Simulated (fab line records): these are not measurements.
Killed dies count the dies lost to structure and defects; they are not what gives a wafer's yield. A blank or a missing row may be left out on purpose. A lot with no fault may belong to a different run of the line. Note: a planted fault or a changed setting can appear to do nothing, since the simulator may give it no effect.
2 desks looking at one fault + flow nand_harc + each desk has only its own numbers; what lay behind them comes last

## FROM THE METROLOGY DESK
What the gauges read for every lot (on any tool): the sampled wafers with a number, averaged. Marked OUT: a lot whose mean sits more than 4 standard deviations from the usual mean, which makes it out of limits; the brackets give that distance.
Columns: A = cd_nm at NHARC_THIN_TSV_CD_MEAS_33, usual 4999.5 nm
| lot  | first seen here | A      |
|------|-----------------|--------|
| L871 | day 19 19:17    | 4997.6 |
| L868 | day 19 20:56    | 5000.6 |
| L870 | day 20 02:53    | 4998.9 |
| L872 | day 20 04:01    | 4997.6 |
| L873 | day 20 04:55    | 4998.2 |
| L876 | day 21 03:14    | 4999.5 |
| L883 | day 22 05:09    | 4999.3 |
| L885 | day 23 11:46    | 4999.4 |
| L886 | day 23 13:25    | 5000.8 |
| L887 | day 23 14:17    | 4998.4 |
| L888 | day 23 19:09    | 4999.7 |
| L889 | day 24 06:32    | 4997.9 |
| L890 | day 24 10:36    | 5000.5 |
Finding of this desk: none of the 13 lots has anything out of limits.

## AT THE TOOL OWNER'S DESK: pecvd_onon-02
The tool's own readings at NHARC_A_ONON_D1_DEP_19 (target thk 1000 nm): means of the sampled wafers that have a number, for each lot that ran on this tool. Marked OUT: a lot whose mean sits more than 4 standard deviations from the usual mean, which makes it out of limits; the brackets give that distance.
Columns: A = n2o_flow_sccm at NHARC_A_ONON_D1_DEP_19, usual 2000 sccm
| lot  | first seen here | A    |
|------|-----------------|------|
| L870 | day 8 21:16     | 1997 |
| L872 | day 9 07:51     | 1999 |
| L883 | day 11 22:07    | 2001 |
Finding of this desk: none of the 3 lots has anything out of limits.

## PUT TOGETHER
Nothing out of limits was seen by the metrology desk.
The tool owner's desk saw nothing out of limits.

## WHAT THE SIMULATOR HAD INSERTED
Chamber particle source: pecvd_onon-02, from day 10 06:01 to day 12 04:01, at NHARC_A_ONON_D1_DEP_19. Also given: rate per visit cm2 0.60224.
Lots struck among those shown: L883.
